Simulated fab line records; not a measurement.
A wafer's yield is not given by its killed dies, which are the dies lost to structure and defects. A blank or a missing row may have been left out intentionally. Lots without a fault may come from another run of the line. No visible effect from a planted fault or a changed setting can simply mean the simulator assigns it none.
One fault through the eyes of 3 desks :: flow nand-harc :: each desk holds nothing but its own numbers, with what lay behind them at the end

## METROLOGY DESK
Lot by lot, what the gauges showed, no matter which tool ran the lot: averages of those sampled wafers that carry a number. Marked OUT: a lot whose mean sits more than 4 standard deviations from the usual mean, which makes it out of limits; the brackets give that distance.
Columns: A = cd-nm at NHARC_P_M0_CD_MEAS_09, usual 89.4 nm; B = cd-nm at NHARC_P_M0_CD_MEAS_16, usual 89.4 nm
lot: L761
first seen here: day 6 11:45
A: 89.0
B: 89.5

lot: L764
first seen here: day 6 21:14
A: 89.6
B: 90.0

lot: L765
first seen here: day 6 22:07
A: 89.4
B: 90.1

lot: L766
first seen here: day 6 22:40
A: 89.9
B: 89.9

lot: L768
first seen here: day 7 23:23
A: 90.5
B: 90.3

lot: L770
first seen here: day 8 06:50
A: 90.1
B: 89.9

lot: L771
first seen here: day 8 07:04
A: 89.7
B: 90.0

lot: L773
first seen here: day 9 15:38
A: 88.4
B: 88.7

lot: L772
first seen here: day 9 16:17
A: 90.2
B: 89.4

lot: L774
first seen here: day 9 21:02
A: 89.2
B: 89.1

lot: L776
first seen here: day 10 02:50
A: 88.8
B: 89.3

lot: L781
first seen here: day 11 03:45
A: 89.5
B: 88.8
This desk's finding: nothing out of limits on any of the 12 lots.

## THE DEFECT DESK
Per lot, the means of the sampled wafers with a number show what the inspections along the route counted. Marked OUT: a lot whose mean sits more than 4 standard deviations from the usual mean, which makes it out of limits; the brackets give that distance.
Columns: A = raw-defect-count at NHARC_P_CONTACT_INSPECT_27, usual 270
lot: L761
first seen here: day 6 10:51
A: 298

lot: L764
first seen here: day 6 20:20
A: 200

lot: L765
first seen here: day 6 21:20
A: 369

lot: L766
first seen here: day 6 21:53
A: 213

lot: L768
first seen here: day 7 22:29
A: 227

lot: L771
first seen here: day 8 06:01
A: 323

lot: L770
first seen here: day 8 06:04
A: 252

lot: L773
first seen here: day 9 14:44
A: 169

lot: L772
first seen here: day 9 15:18
A: 321

lot: L774
first seen here: day 9 20:07
A: 185

lot: L776
first seen here: day 10 01:54
A: 303

lot: L781
first seen here: day 11 02:51
A: 267
This desk's finding: nothing out of limits on any of the 12 lots.

## DESK OF THE TOOL OWNER: rie-diel-06
The tool's own readings at NHARC_P_M0_ETCH_34 (etches the open film in N2/H2, target depth 40 nm, overetch 12 nm, time 43.94 s): means of the sampled wafers that have a number, for each lot that ran on this tool. Marked OUT: a lot whose mean sits more than 4 standard deviations from the usual mean, which makes it out of limits; the brackets give that distance.
Columns: A = chamber-pressure-mTorr at NHARC_P_M0_ETCH_34, usual 30.00 mTorr; B = drypump-motor-current-A at NHARC_P_M0_ETCH_34, usual 5.8 A; C = oes-product-au at NHARC_P_M0_ETCH_34, usual 0.998 a.u.; D = rf-fwd-power-W at NHARC_P_M0_ETCH_34, usual 395.2 W; E = rf-vpp-V at NHARC_P_M0_ETCH_34, usual 431 V; F = showerhead-plenum-p-Torr at NHARC_P_M0_ETCH_34, usual 2.06 Torr; G = throttle-valve-pct at NHARC_P_M0_ETCH_34, usual 14.172 %
lot: L761
first seen here: day 6 12:01
A: 29.99
B: 5.9
C: 0.993
D: 395.1
E: 434
F: 2.17
G: 14.166

lot: L764
first seen here: day 6 21:30
A: 30.08
B: 5.9
C: 1.017
D: 394.9
E: 429
F: 2.00
G: 14.168

lot: L765
first seen here: day 6 22:24
A: 30.01
B: 5.7
C: 0.996
D: 393.2
E: 434
F: 2.15
G: 14.177

lot: L773
first seen here: day 9 15:55
A: 29.98
B: 5.7
C: 1.005
D: 394.9
E: 432
F: 2.07
G: 14.170

lot: L772
first seen here: day 9 16:33
A: 30.01
B: 6.1
C: 1.002
D: 394.8
E: 434
F: 2.17
G: 14.162

lot: L776
first seen here: day 10 03:06
A: 30.00
B: 5.7
C: 0.942 (-5.1) OUT
D: 394.3
E: 431
F: 2.07
G: 14.172
Finding of this desk: L776 out of limits; the first was L776 at day 10 03:06, on oes-product-au at NHARC_P_M0_ETCH_34. L761, L764, L765, L773, L772 stayed within limits.

## TAKEN TOGETHER
On L776, at day 10 03:06, an alarm was possible from the tool owner's desk.
The metrology desk saw nothing out of limits.
The defect desk saw nothing out of limits.
The metrology desk has L776 on record, within its limits.
The defect desk has L776 on record, within its limits.
Every lot named ran NHARC_P_M0_ETCH_34 on rie-diel-06.

## WHAT THE SIMULATOR HAD PUT IN
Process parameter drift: rie-diel-06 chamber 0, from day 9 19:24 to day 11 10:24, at NHARC_P_M0_ETCH_34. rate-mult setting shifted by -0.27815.
Shown lots that were struck: L776.
Hours from the fault's start to each desk's first reading out of limits: the tool owner's desk, 8.
